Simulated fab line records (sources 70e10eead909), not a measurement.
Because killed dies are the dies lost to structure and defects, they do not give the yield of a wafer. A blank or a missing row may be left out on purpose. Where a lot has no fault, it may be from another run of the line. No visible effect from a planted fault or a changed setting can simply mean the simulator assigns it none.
Shared-tool check :: flow nand harc :: Lots sampled 12, wafers sampled 36

REASON FOR OPENING
On 1 of the 12 lots, a flag is raised at NHARC_P_M0_CD_MEAS_09 on the reading cd nm. No-fault wafers: 89.9 nm, standard deviation 0.58.
Rule: a lot is flagged in two cases, either no wafer of it has a number, or all its wafers with numbers fall more than 4 standard deviations from that mean. The rest of the lots are taken to be sound.

lot: L695
measured: day 6 03:28
on: cd sem-01
cd nm (nm), wafer by wafer: 89.9 90.5 89.8
flag: 

lot: L697
measured: day 6 17:22
on: cd sem-03
cd nm (nm), wafer by wafer: 90.6 89.5 90.4
flag: 

lot: L696
measured: day 6 18:05
on: cd sem-01
cd nm (nm), wafer by wafer: 90.6 91.0 90.8
flag: 

lot: L698
measured: day 7 05:13
on: cd sem-03
cd nm (nm), wafer by wafer: 89.7 89.8 89.8
flag: 

lot: L699
measured: day 7 18:13
on: cd sem-01
cd nm (nm), wafer by wafer: 89.3 89.3 89.0
flag: 

lot: L702
measured: day 9 03:56
on: cd sem-02
cd nm (nm), wafer by wafer: 89.6 89.5 89.3
flag: 

lot: L704
measured: day 9 18:11
on: cd sem-02
cd nm (nm), wafer by wafer: 89.8 89.2 90.6
flag: 

lot: L706
measured: day 10 16:50
on: cd sem-02
cd nm (nm), wafer by wafer: 89.9 90.0 89.7
flag: 

lot: L707
measured: day 10 20:36
on: cd sem-02
cd nm (nm), wafer by wafer: 89.0 89.7 89.8
flag: 

lot: L708
measured: day 11 09:19
on: cd sem-03
cd nm (nm), wafer by wafer: 90.2 90.4 90.1
flag: 

lot: L709
measured: day 12 09:08
on: cd sem-02
cd nm (nm), wafer by wafer: 89.9 89.9 89.9
flag: 

lot: L713
measured: day 13 17:45
on: cd sem-02
cd nm (nm), wafer by wafer: 87.3 87.3 87.5
flag: FLAGGED
The mean of the flagged lots' numbers is 87.4 nm, -2.5 nm from the usual (-4 standard deviations).

TOOL THAT RAN EACH LOT
Before the reading, the record contains 2 process steps out of a 1302-step route. Each cell gives the tool, then ch followed by the chambers the sampled wafers passed through, then the start.
lot: L695
flag: 
NHARC_P_CONTACT_PVD_32: pvd sputter-02, day 6 02:34 or earlier
NHARC_P_M0_EXPOSE_06: arfi scanner-02 ch 0, day 6 03:19

lot: L697
flag: 
NHARC_P_CONTACT_PVD_32: pvd sputter-01, day 6 16:28 or earlier
NHARC_P_M0_EXPOSE_06: arfi scanner-03 ch 0, day 6 17:13

lot: L696
flag: 
NHARC_P_CONTACT_PVD_32: pvd sputter-02, day 6 17:11 or earlier
NHARC_P_M0_EXPOSE_06: arfi scanner-02 ch 0, day 6 17:56

lot: L698
flag: 
NHARC_P_CONTACT_PVD_32: pvd sputter-02, day 7 04:26 or earlier
NHARC_P_M0_EXPOSE_06: arfi scanner-02 ch 0, day 7 05:05

lot: L699
flag: 
NHARC_P_CONTACT_PVD_32: pvd sputter-02, day 7 17:19 or earlier
NHARC_P_M0_EXPOSE_06: arfi scanner-03 ch 0, day 7 18:05

lot: L702
flag: 
NHARC_P_CONTACT_PVD_32: pvd sputter-02, day 9 03:02 or earlier
NHARC_P_M0_EXPOSE_06: arfi scanner-03 ch 0, day 9 03:47

lot: L704
flag: 
NHARC_P_CONTACT_PVD_32: pvd sputter-03, day 9 17:24 or earlier
NHARC_P_M0_EXPOSE_06: arfi scanner-01 ch 0, day 9 18:03

lot: L706
flag: 
NHARC_P_CONTACT_PVD_32: pvd sputter-02, day 10 15:56 or earlier
NHARC_P_M0_EXPOSE_06: arfi scanner-01 ch 0, day 10 16:42

lot: L707
flag: 
NHARC_P_CONTACT_PVD_32: pvd sputter-03, day 10 19:41 or earlier
NHARC_P_M0_EXPOSE_06: arfi scanner-03 ch 0, day 10 20:28

lot: L708
flag: 
NHARC_P_CONTACT_PVD_32: pvd sputter-03, day 11 08:25 or earlier
NHARC_P_M0_EXPOSE_06: arfi scanner-01 ch 0, day 11 09:11

lot: L709
flag: 
NHARC_P_CONTACT_PVD_32: pvd sputter-02, day 12 08:14 or earlier
NHARC_P_M0_EXPOSE_06: arfi scanner-01 ch 0, day 12 08:59

lot: L713
flag: FLAGGED
NHARC_P_CONTACT_PVD_32: pvd sputter-02, day 13 16:59 or earlier
NHARC_P_M0_EXPOSE_06: arfi scanner-01 ch 0, day 13 17:37
What the steps here do:
- NHARC_P_CONTACT_PVD_32: deposits Ti, target thk 5 nm, time 17.7 s.
- NHARC_P_M0_EXPOSE_06: exposes mask P M0, target cd 90 nm.
- NHARC_P_M0_CD_MEAS_09: target cd 90 nm.

FLAGGED AGAINST TOTAL, ONE TOOL AT A TIME (gauges that did the reading follow at the end)
step: NHARC_P_CONTACT_PVD_32
tool: pvd sputter-01
lots run: 1
flagged: 0
share of the flagged lots: none
sound lots run after its first flagged lot: -

step: NHARC_P_CONTACT_PVD_32
tool: pvd sputter-02
lots run: 8
flagged: 1
share of the flagged lots: all
sound lots run after its first flagged lot: 0

step: NHARC_P_CONTACT_PVD_32
tool: pvd sputter-03
lots run: 3
flagged: 0
share of the flagged lots: none
sound lots run after its first flagged lot: -

step: NHARC_P_M0_EXPOSE_06
tool: arfi scanner-01
lots run: 5
flagged: 1
share of the flagged lots: all
sound lots run after its first flagged lot: 0

step: NHARC_P_M0_EXPOSE_06
tool: arfi scanner-02
lots run: 3
flagged: 0
share of the flagged lots: none
sound lots run after its first flagged lot: -

step: NHARC_P_M0_EXPOSE_06
tool: arfi scanner-03
lots run: 4
flagged: 0
share of the flagged lots: none
sound lots run after its first flagged lot: -

step: NHARC_P_M0_CD_MEAS_09
tool: cd sem-01
lots run: 3
flagged: 0
share of the flagged lots: none
sound lots run after its first flagged lot: -

step: NHARC_P_M0_CD_MEAS_09
tool: cd sem-02
lots run: 6
flagged: 1
share of the flagged lots: all
sound lots run after its first flagged lot: 0

step: NHARC_P_M0_CD_MEAS_09
tool: cd sem-03
lots run: 3
flagged: 0
share of the flagged lots: none
sound lots run after its first flagged lot: -
NHARC_P_CONTACT_PVD_32 gives no start for some lots, so the hours and the order of its lots are those of NHARC_P_CONTACT_INSPECT_27.

WHAT THE TABLE PERMITS
Every flagged lot was run by 3 rows of the table: pvd sputter-02 at NHARC_P_CONTACT_PVD_32, arfi scanner-01 at NHARC_P_M0_EXPOSE_06 and cd sem-02 at NHARC_P_M0_CD_MEAS_09.
- pvd sputter-02 at NHARC_P_CONTACT_PVD_32: 1 of its 8 lots flagged. Last sound lot L709 at day 12 08:14, first flagged lot L713 at day 13 16:59; a fault beginning in between fits.
- arfi scanner-01 at NHARC_P_M0_EXPOSE_06: 1 of its 5 lots flagged. Last sound lot L709 at day 12 08:59, first flagged lot L713 at day 13 17:37; a fault beginning in between fits. Its own readings lie more than 4 standard deviations out on every wafer of the flagged lots: exposure dose mJ cm2.
- cd sem-02 at NHARC_P_M0_CD_MEAS_09: 1 of its 6 lots flagged. Last sound lot L709 at day 12 09:08, first flagged lot L713 at day 13 17:45; a fault beginning in between fits.
Counting lots can't tell these 3 tools apart, because each fits a fault that began at some hour. More lots, or a look at what each step does to the wafer, might.

WHAT THE SIMULATOR HAD INSERTED
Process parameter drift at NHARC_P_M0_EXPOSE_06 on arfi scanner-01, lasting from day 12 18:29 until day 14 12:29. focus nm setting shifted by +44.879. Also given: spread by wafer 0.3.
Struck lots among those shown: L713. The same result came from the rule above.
